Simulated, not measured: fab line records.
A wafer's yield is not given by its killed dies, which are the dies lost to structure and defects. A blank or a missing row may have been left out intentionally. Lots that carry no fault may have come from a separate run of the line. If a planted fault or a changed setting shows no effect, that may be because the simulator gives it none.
fab line records    flow n5_finfet    part 1 of 2: steps 1 to 4 of 6
record: lots: 23  wafers: 69  last_day: 18
route steps=1938 shown BEOL_M9@1468 BEOL_M10@1484
lots that met no fault: taken from a fault-free run of the same line
start_h: hours from the record's first day to the start of the lot's first wafer shown    wait_h: hours from the lot's prior step to this one    " unchanged from the row above    L1.1+2: a row that stands for several wafers    - no value, or no start given    * or withheld: withheld    < > ~ a bound
route shown NAME@n: NAME is a module with steps in the file, n the number in the route of the first one    usual: mean/standard deviation taken from wafers without a fault    same: alike in all rows    chamber/n: place in a boat    sites: each site's reading    _std_site: standard deviation across them    _edge_site: outer sites' mean less inner sites'    radius_mm: for every site, how far away it sits from the centre of the wafer    mask NAME#n: copy n    behind: tool/chamber where the wafer was last shaped    hold: why the lot went on hold/how many hours it stayed there/how the hold came to an end    device: transistor that didn't switch, given as n, p or np    end of line: the same wafers' tests at the end of the route    a step given without rows: its recipe and nothing more    killed: not the wafer's yield, but the dies lost to structure and defects at the first sort    map: a wafer's dies, marking killed ones x, the rest . and places with no die _
set.NAME: the run value of the setting; set.NAME@STEP: its run value at that earlier step    model.NAME: the simulator's own value behind a step, which no gauge read
steps of the route over a sample of lots; a table a step, a row a wafer
services: the hour from which a tool's chamber was out of use, counted from the record's first day as start_h (under 0 if before that day), plus the number of hours and why
== steps ==
step: N5_BEOL_M9_RS_MEAS_57
recipe: thk_meas_gauge: four-point-probe  reads: Cu_of_BEOL_M9_ECD_50+Co_of_BEOL_M9_CVD_78+TaN_of_BEOL_M9_ALD_74
usual: M9_RS: 0.1505/0.003
lot.wafer  tool           chamber  start_h  wait_h  M9_RS[ohm/sq]
L074.2     film_metro-02  -        210.64   0.1     0.1536
L074.3     "              -        "        "       0.1497
L074.4     "              -        "        "       0.1541
L075.1     film_metro-01  -        218.69   0.1     0.1532
L075.2     "              -        "        "       0.1513
L075.3     "              -        "        "       0.1542
L076.1     film_metro-01  -        220.61   0.1     0.1526
L076.2     "              -        "        "       0.1525
L076.5     "              -        "        "       0.1571
L077.3     film_metro-01  -        226.86   0.1     0.1534
L077.4     "              -        "        "       0.1536
L077.6     "              -        "        "       0.1547
L078.4     film_metro-02  -        237.81   0.0     0.1511
L078.5     "              -        "        "       0.1529
L078.6     "              -        "        "       0.1483
L079.2     film_metro-01  -        250.11   0.1     0.1474
L079.3     "              -        "        "       0.1517
L079.6     "              -        "        "       0.1489
L080.1     film_metro-01  -        250.68   0.1     0.1425
L080.3     "              -        "        "       0.1490
L080.4     "              -        "        "       0.1480
L082.2     film_metro-01  -        259.13   0.1     0.1490
L082.4     "              -        "        "       0.1510
L082.5     "              -        "        "       0.1509
L081.1     film_metro-01  -        259.31   0.1     0.1497
L081.2     "              -        "        "       0.1532
L081.6     "              -        "        "       0.1528
L084.1     film_metro-01  -        267.74   0.1     0.1451
L084.5     "              -        "        "       0.1522
L084.6     "              -        "        "       0.1501
L083.3     film_metro-01  -        271.98   0.1     0.1462
L083.4     "              -        "        "       0.1492
L083.5     "              -        "        "       0.1484
L085.2     film_metro-01  -        278.19   0.1     0.1542
L085.4     "              -        "        "       0.1478
L085.5     "              -        "        "       0.1522
L086.2     film_metro-02  -        285.26   0.1     0.1513
L086.3     "              -        "        "       0.1479
L086.6     "              -        "        "       0.1483
L087.2     film_metro-01  -        302.17   0.1     0.1541
L087.3     "              -        "        "       0.1529
L087.5     "              -        "        "       0.1525
L088.1     film_metro-02  -        303.17   0.1     0.1515
L088.4     "              -        "        "       0.1500
L088.5     "              -        "        "       0.1516
L089.2     film_metro-02  -        311.07   0.1     0.1467
L089.3     "              -        "        "       0.1471
L089.6     "              -        "        "       0.1471
L091.1     film_metro-01  -        313.21   0.1     0.1463
L091.4     "              -        "        "       0.1489
L091.5     "              -        "        "       0.1448
L092.1     film_metro-02  -        315.17   0.1     0.1502
L092.2     "              -        "        "       0.1530
L092.3     "              -        "        "       0.1504
L094.1     film_metro-01  -        336.06   0.1     0.1431
L094.4     "              -        "        "       0.1484
L094.5     "              -        "        "       0.1511
L093.3     film_metro-02  -        337.12   0.1     0.1498
L093.5     "              -        "        "       0.1477
L093.6     "              -        "        "       0.1495
L096.1     film_metro-02  -        358.68   0.1     0.1546
L096.2     "              -        "        "       0.1495
L096.4     "              -        "        "       0.1505
L095.2     film_metro-01  -        360.53   0.1     0.1540
L095.4     "              -        "        "       0.1524
L095.6     "              -        "        "       0.1489
L097.2     film_metro-01  -        365.76   0.1     0.1521
L097.4     "              -        "        "       0.1533
L097.5     "              -        "        "       0.1495
step: N5_BEOL_M10_OVL_MEAS_12
recipe: points_per_wafer: 44
usual: M10_OVL: 0.3/0.93
lot.wafer  tool        chamber  start_h  wait_h  M10_OVL[nm]
L074.2     overlay-02  0        212.40   0.0     1.1
L074.3     "           0        "        "       1.2
L074.4     "           0        "        "       1.1
L075.1     overlay-01  0        221.71   0.0     -0.3
L075.2     "           0        "        "       -0.4
L075.3     "           0        "        "       -1.3
L076.1     overlay-01  0        222.94   0.0     0.3
L076.2     "           0        "        "       0.2
L076.5     "           0        "        "       0.7
L077.3     overlay-02  0        229.43   0.0     3.1
L077.4     "           0        "        "       0.3
L077.6     "           0        "        "       0.8
L078.4     overlay-01  0        241.66   0.0     0.2
L078.5     "           0        "        "       0.5
L078.6     "           0        "        "       0.5
L079.2     overlay-02  0        252.38   0.0     -0.4
L079.3     "           0        "        "       0.4
L079.6     "           0        "        "       -0.7
L080.1     overlay-01  0        254.32   0.0     -0.9
L080.3     "           0        "        "       -0.1
L080.4     "           0        "        "       -0.8
L082.2     overlay-02  0        262.05   0.0     1.8
L082.4     "           0        "        "       0.4
L082.5     "           0        "        "       0.7
L081.1     overlay-02  0        262.21   0.0     0.7
L081.2     "           0        "        "       0.4
L081.6     "           0        "        "       0.3
L084.1     overlay-02  0        270.33   0.0     -0.5
L084.5     "           0        "        "       -0.1
L084.6     "           0        "        "       -1.8
L083.3     overlay-01  0        273.93   0.0     -0.4
L083.4     "           0        "        "       1.3
L083.5     "           0        "        "       -0.1
L085.2     overlay-02  0        280.03   0.0     1.5
L085.4     "           0        "        "       1.3
L085.5     "           0        "        "       1.1
L086.2     overlay-02  0        286.56   0.0     1.5
L086.3     "           0        "        "       -0.1
L086.6     "           0        "        "       1.0
L088.1     overlay-02  0        305.75   0.0     0.2
L088.4     "           0        "        "       -0.3
L088.5     "           0        "        "       -0.8
L087.2     overlay-01  0        305.91   0.0     1.7
L087.3     "           0        "        "       1.0
L087.5     "           0        "        "       -0.2
L089.2     overlay-02  0        313.46   0.0     -0.2
L089.3     "           0        "        "       -1.3
L089.6     "           0        "        "       -0.5
L091.1     overlay-02  0        316.68   0.0     0.2
L091.4     "           0        "        "       0.2
L091.5     "           0        "        "       -0.8
L092.1     overlay-02  0        321.79   0.0     0.1
L092.2     "           0        "        "       1.0
L092.3     "           0        "        "       -0.4
L094.1     overlay-02  0        337.83   0.0     -1.7
L094.4     "           0        "        "       -0.2
L094.5     "           0        "        "       -0.8
L093.3     overlay-01  0        341.27   0.0     0.0
L093.5     "           0        "        "       1.7
L093.6     "           0        "        "       1.6
L096.1     overlay-01  0        361.10   0.0     0.8
L096.2     "           0        "        "       1.7
L096.4     "           0        "        "       0.7
L095.2     overlay-02  0        361.96   0.0     -2.0
L095.4     "           0        "        "       -0.3
L095.6     "           0        "        "       0.1
L097.2     overlay-02  0        368.77   0.0     1.0
L097.4     "           0        "        "       1.7
L097.5     "           0        "        "       -0.6
step: N5_BEOL_M10_ETCH_65
recipe: chemistry: CF4  target: SiARC  target_depth_a: 390  mask_material: CAR-ArF  time_s: 65  ion_energy_ev: 80  pressure_mtorr: 40  source_w: 545  bias_w: 36  Ar_flow_sccm: 100  cf4_flow_sccm: 100  ends: cleared
usual: drypump_motor_current_A: 5.5/0.34  etch_rf_on_time_s: 65.1/0.94  oes_product_au: 0.70/0.056  rf_vpp_V: 184.1/1.2  showerhead_plenum_p_Torr: 2.15/0.067  throttle_valve_pct: 15.58/0.27
lot.wafer  tool         chamber  start_h  wait_h  drypump_motor_current_A  etch_rf_on_time_s  oes_product_au  rf_hours_counter_h  rf_vpp_V  showerhead_plenum_p_Torr  throttle_valve_pct
L074.2     rie_diel-06  1        215.14   0.0     5.3                      64.8               0.65            147                 184.1     2.06                      15.92
L074.3     "            0        "        "       5.5                      65.6               0.62            207                 182.9     2.13                      15.57
L074.4     "            2        "        "       5.0                      65.2               0.68            103                 184.3     2.08                      15.81
L075.1     rie_diel-03  2        223.94   0.0     5.7                      65.9               0.73            46                  187.3     2.27                      15.26
L075.2     "            3        "        "       5.7                      65.6               0.80            17                  184.5     2.19                      15.73
L075.3     "            0        "        "       5.1                      65.7               0.71            58                  184.0     2.09                      15.62
L076.1     rie_diel-04  1        223.95   0.0     5.8                      64.4               0.78            19                  183.9     2.19                      15.39
L076.2     "            3        "        "       5.5                      64.0               0.75            51                  184.9     2.17                      15.14
L076.5     "            0        "        "       5.4                      64.0               0.69            -                   186.2     2.24                      15.81
L077.3     rie_diel-06  1        230.71   0.0     5.3                      64.0               0.64            152                 182.5     2.05                      15.93
L077.4     "            0        "        "       5.5                      65.4               0.60            -                   182.5     2.13                      15.58
L077.6     "            2        "        "       5.0                      64.6               0.68            -                   181.6     2.08                      15.82
L078.4     rie_diel-04  1        245.22   0.0     5.8                      64.1               0.77            27                  184.2     2.19                      15.42
L078.5     "            1        "        "       5.8                      64.7               0.77            -                   184.3     2.19                      15.39
L078.6     "            0        "        "       5.4                      64.4               0.68            -                   185.8     2.24                      15.81
L079.2     rie_diel-03  0        253.40   0.0     5.1                      65.1               0.71            71                  183.8     2.09                      15.65
L079.3     "            2        "        "       5.7                      66.0               0.71            57                  185.5     2.27                      15.30
L079.6     "            2        "        "       5.7                      65.6               0.71            -                   185.8     2.27                      15.28
L080.1     rie_diel-04  2        257.01   0.0     5.7                      64.5               0.71            75                  183.8     2.17                      15.17
L080.3     "            1        "        "       5.7                      64.1               0.76            31                  185.5     2.19                      15.42
L080.4     "            3        "        "       5.5                      64.4               0.72            63                  184.1     2.17                      15.17
L082.2     rie_diel-04  2        263.24   0.0     5.7                      64.9               0.69            77                  183.7     2.17                      15.17
L082.4     "            1        "        "       5.7                      64.2               0.76            33                  184.3     2.18                      15.42
L082.5     "            2        "        "       5.7                      65.3               0.70            -                   183.8     2.17                      15.16
L081.1     rie_diel-06  1        269.81   0.0     5.3                      63.1               0.63            166                 183.2     2.05                      15.94
L081.2     "            0        "        "       5.5                      65.4               0.60            228                 182.9     2.12                      15.61
L081.6     "            2        "        "       4.9                      65.0               0.68            -                   183.1     2.08                      15.84
L084.1     rie_diel-03  3        271.59   0.0     5.7                      65.6               0.77            33                  183.9     2.19                      15.77
L084.5     "            2        "        "       5.7                      66.7               0.71            -                   186.1     2.27                      15.30
L084.6     "            1        "        "       5.6                      66.2               0.77            -                   182.4     2.10                      15.28
L083.3     rie_diel-03  3        275.25   0.0     5.7                      65.9               0.77            34                  184.4     2.19                      15.76
L083.4     "            1        "        "       5.5                      66.7               0.77            16                  183.5     2.10                      15.27
L083.5     "            3        "        "       5.7                      65.3               0.77            -                   183.4     2.19                      15.76
L085.2     rie_diel-06  0        281.73   0.0     5.5                      65.8               0.59            233                 184.1     2.12                      15.64
L085.4     "            1        "        "       5.3                      63.9               0.63            170                 183.4     2.05                      15.95
L085.5     "            2        "        "       5.0                      64.9               0.67            -                   182.9     2.08                      15.84
L086.2     rie_diel-04  1        287.62   0.0     5.8                      64.3               0.75            41                  184.4     2.18                      15.45
L086.3     "            0        "        "       5.4                      65.0               0.66            102                 185.7     2.24                      15.84
L086.6     "            1        "        "       5.7                      64.6               0.75            -                   183.1     2.18                      15.44
L088.1     rie_diel-03  0        309.94   0.0     5.0                      66.3               0.69            91                  182.8     2.08                      15.69
L088.4     "            2        "        "       5.6                      66.8               0.71            71                  185.1     2.26                      15.31
L088.5     "            2        "        "       5.6                      66.7               0.71            -                   184.4     2.26                      15.32
L087.2     rie_diel-04  3        310.57   0.0     5.5                      63.5               0.71            80                  184.6     2.16                      15.20
L087.3     "            1        "        "       5.7                      64.0               0.75            49                  185.0     2.18                      15.45
L087.5     "            1        "        "       5.7                      63.9               0.74            -                   183.8     2.18                      15.44
L091.1     rie_diel-03  2        321.78   0.0     5.7                      66.5               0.70            76                  184.7     2.26                      15.34
L091.4     "            3        "        "       5.7                      65.0               0.76            50                  184.5     2.18                      15.79
L091.5     "            0        "        "       5.0                      66.1               0.68            -                   182.7     2.08                      15.68
L089.2     rie_diel-03  3        322.24   0.0     5.7                      64.8               0.74            50                  184.3     2.18                      15.81
L089.3     "            1        "        "       5.6                      66.0               0.74            34                  184.5     2.10                      15.30
L089.6     "            2        "        "       5.7                      65.8               0.70            -                   185.2     2.26                      15.31
L092.1     rie_diel-06  2        323.84   0.0     5.0                      65.1               0.65            142                 182.0     2.07                      15.87
L092.2     "            1        "        "       5.3                      64.4               0.61            188                 183.4     2.04                      15.99
L092.3     "            0        "        "       5.5                      66.4               0.59            236                 184.7     2.12                      15.63
L094.1     rie_diel-06  3        341.04   0.0     6.5                      62.8               0.84            4                   185.1     2.19                      15.40
L094.4     "            3        "        "       6.5                      63.7               0.83            -                   184.7     2.19                      15.40
L094.5     "            2        "        "       5.0                      65.1               0.65            -                   183.4     2.07                      15.91
L093.3     rie_diel-06  3        342.97   0.0     6.5                      63.5               0.82            5                   184.8     2.19                      15.41
L093.5     "            2        "        "       5.0                      64.6               0.65            -                   183.6     2.07                      15.91
L093.6     "            3        "        "       6.5                      63.6               0.82            -                   184.5     2.19                      15.38
L096.1     rie_diel-03  3        363.21   0.0     5.7                      65.2               0.74            58                  185.4     2.18                      15.83
L096.2     "            0        "        "       5.1                      66.0               0.67            110                 184.3     2.07                      15.72
L096.4     "            1        "        "       5.6                      66.0               0.72            -                   183.1     2.09                      15.33
L095.2     rie_diel-03  1        363.67   0.0     5.6                      66.4               0.73            46                  183.7     2.09                      15.34
L095.4     "            3        "        "       5.7                      65.2               0.73            -                   183.9     2.18                      15.80
L095.6     "            1        "        "       5.5                      66.1               0.72            -                   183.9     2.09                      15.33
L097.2     rie_diel-03  1        370.10   0.0     5.6                      66.7               0.72            48                  184.7     2.09                      15.35
L097.4     "            2        "        "       5.6                      66.1               0.68            92                  185.4     2.26                      15.37
L097.5     "            2        "        "       5.7                      66.6               0.68            -                   185.3     2.26                      15.37
step: N5_BEOL_M10_ETCH_66
recipe: chemistry: N2/H2  target: SOC  target_depth_a: 1200  overetch_a: 240  mask_material: SiARC  temp_c: 40  time_s: 180  ion_energy_ev: 200  pressure_mtorr: 30  source_w: 840  bias_w: 150  n2_flow_sccm: 200  h2_flow_sccm: 200
usual: drypump_motor_current_A: 5.5/0.34  oes_product_au: 0.66/0.052  rf_vpp_V: 524.1/2.5  showerhead_plenum_p_Torr: 2.55/0.085  throttle_valve_pct: 17.8/0.32
lot.wafer  tool         chamber  start_h  wait_h  drypump_motor_current_A  oes_product_au  rf_hours_counter_h  rf_vpp_V  showerhead_plenum_p_Torr  throttle_valve_pct
L074.2     rie_diel-06  1        215.19   0.0     5.3                      0.61            147                 520.0     2.45                      18.2
L074.3     "            0        "        "       5.5                      0.58            207                 523.6     2.52                      17.6
L074.4     "            2        "        "       5.0                      0.65            103                 521.4     2.46                      18.0
L075.1     rie_diel-03  2        223.99   0.0     5.7                      0.69            46                  528.2     2.70                      17.4
L075.2     "            3        "        "       5.7                      0.75            17                  525.5     2.61                      18.1
L075.3     "            0        "        "       5.1                      0.69            58                  522.4     2.47                      17.8
L076.1     rie_diel-04  1        224.00   0.0     5.7                      0.73            19                  526.6     2.60                      17.6
L076.2     "            3        "        "       5.5                      0.69            51                  525.5     2.58                      17.3
L076.5     "            0        "        "       5.4                      0.65            -                   527.5     2.69                      18.1
L077.3     rie_diel-06  1        230.76   0.0     5.3                      0.60            152                 521.2     2.45                      18.2
L077.4     "            0        "        "       5.4                      0.58            -                   523.2     2.52                      17.7
L077.6     "            2        "        "       5.0                      0.65            -                   521.2     2.46                      18.0
L078.4     rie_diel-04  1        245.27   0.0     5.8                      0.73            27                  525.3     2.60                      17.6
L078.5     "            1        "        "       5.8                      0.72            -                   525.3     2.60                      17.6
L078.6     "            0        "        "       5.4                      0.64            -                   528.1     2.69                      18.2
L079.2     rie_diel-03  0        253.45   0.0     5.1                      0.67            71                  521.2     2.47                      17.8
L079.3     "            2        "        "       5.7                      0.68            57                  528.0     2.69                      17.4
L079.6     "            2        "        "       5.7                      0.68            -                   528.9     2.69                      17.4
L080.1     rie_diel-04  2        257.06   0.0     5.7                      0.67            75                  525.7     2.58                      17.4
L080.3     "            1        "        "       5.8                      0.72            31                  524.3     2.59                      17.6
L080.4     "            3        "        "       5.5                      0.69            63                  524.7     2.58                      17.3
L082.2     rie_diel-04  2        263.29   0.0     5.7                      0.67            77                  524.9     2.58                      17.4
L082.4     "            1        "        "       5.8                      0.71            33                  525.9     2.59                      17.6
L082.5     "            2        "        "       5.7                      0.67            -                   525.5     2.58                      17.4
L081.1     rie_diel-06  1        269.86   0.0     5.3                      0.59            166                 521.4     2.44                      18.2
L081.2     "            0        "        "       5.5                      0.57            228                 523.8     2.51                      17.7
L081.6     "            2        "        "       5.0                      0.63            -                   522.5     2.45                      18.1
L084.1     rie_diel-03  3        271.64   0.0     5.7                      0.74            33                  524.9     2.60                      18.1
L084.5     "            2        "        "       5.7                      0.67            -                   528.0     2.69                      17.4
L084.6     "            1        "        "       5.6                      0.73            -                   522.5     2.49                      17.5
L083.3     rie_diel-03  3        275.30   0.0     5.7                      0.73            34                  526.3     2.60                      18.1
L083.4     "            1        "        "       5.6                      0.73            17                  521.8     2.49                      17.5
L083.5     "            3        "        "       5.7                      0.73            -                   525.1     2.60                      18.1
L085.2     rie_diel-06  0        281.78   0.0     5.5                      0.57            233                 524.5     2.51                      17.7
L085.4     "            1        "        "       5.3                      0.59            170                 522.5     2.44                      18.2
L085.5     "            2        "        "       5.0                      0.63            -                   521.1     2.45                      18.1
L086.2     rie_diel-04  1        287.67   0.0     5.8                      0.70            41                  524.6     2.59                      17.7
L086.3     "            0        "        "       5.4                      0.63            102                 528.0     2.68                      18.2
L086.6     "            1        "        "       5.8                      0.70            -                   525.8     2.59                      17.6
L088.1     rie_diel-03  0        309.99   0.0     5.1                      0.66            91                  521.2     2.46                      17.9
L088.4     "            2        "        "       5.7                      0.67            72                  527.8     2.68                      17.4
L088.5     "            2        "        "       5.7                      0.67            -                   528.0     2.68                      17.5
L087.2     rie_diel-04  3        310.62   0.0     5.5                      0.67            80                  525.1     2.57                      17.4
L087.3     "            1        "        "       5.8                      0.69            49                  524.4     2.59                      17.7
L087.5     "            1        "        "       5.8                      0.70            -                   525.4     2.59                      17.7
L091.1     rie_diel-03  2        321.83   0.0     5.7                      0.67            76                  526.9     2.68                      17.5
L091.4     "            3        "        "       5.7                      0.71            50                  526.3     2.59                      18.1
L091.5     "            0        "        "       5.1                      0.66            -                   521.9     2.46                      17.9
L089.2     rie_diel-03  3        322.29   0.0     5.7                      0.71            50                  525.2     2.59                      18.1
L089.3     "            1        "        "       5.6                      0.70            34                  523.1     2.48                      17.5
L089.6     "            2        "        "       5.7                      0.67            -                   528.1     2.68                      17.5
L092.1     rie_diel-06  2        323.89   0.0     5.0                      0.62            142                 520.9     2.44                      18.1
L092.2     "            1        "        "       5.3                      0.57            188                 520.3     2.43                      18.2
L092.3     "            0        "        "       5.4                      0.56            236                 521.9     2.51                      17.7
L094.1     rie_diel-06  3        341.09   0.0     6.5                      0.77            4                   526.1     2.60                      17.8
L094.4     "            3        "        "       6.5                      0.77            -                   525.7     2.60                      17.8
L094.5     "            2        "        "       5.0                      0.61            -                   521.6     2.44                      18.1
L093.3     rie_diel-06  3        343.02   0.0     6.5                      0.77            5                   525.9     2.60                      17.8
L093.5     "            2        "        "       5.0                      0.61            -                   520.3     2.44                      18.1
L093.6     "            3        "        "       6.5                      0.77            -                   525.3     2.60                      17.8
L096.1     rie_diel-03  3        363.26   0.0     5.7                      0.70            59                  525.5     2.59                      18.2
L096.2     "            0        "        "       5.1                      0.64            110                 520.8     2.45                      17.9
L096.4     "            1        "        "       5.6                      0.69            -                   522.4     2.48                      17.5
L095.2     rie_diel-03  1        363.72   0.0     5.6                      0.69            46                  523.1     2.48                      17.5
L095.4     "            3        "        "       5.7                      0.70            -                   525.0     2.59                      18.1
L095.6     "            1        "        "       5.6                      0.69            -                   522.8     2.48                      17.5
L097.2     rie_diel-03  1        370.15   0.0     5.6                      0.69            48                  520.9     2.48                      17.5
L097.4     "            2        "        "       5.7                      0.65            92                  528.0     2.67                      17.5
L097.5     "            2        "        "       5.7                      0.65            -                   526.0     2.67                      17.5
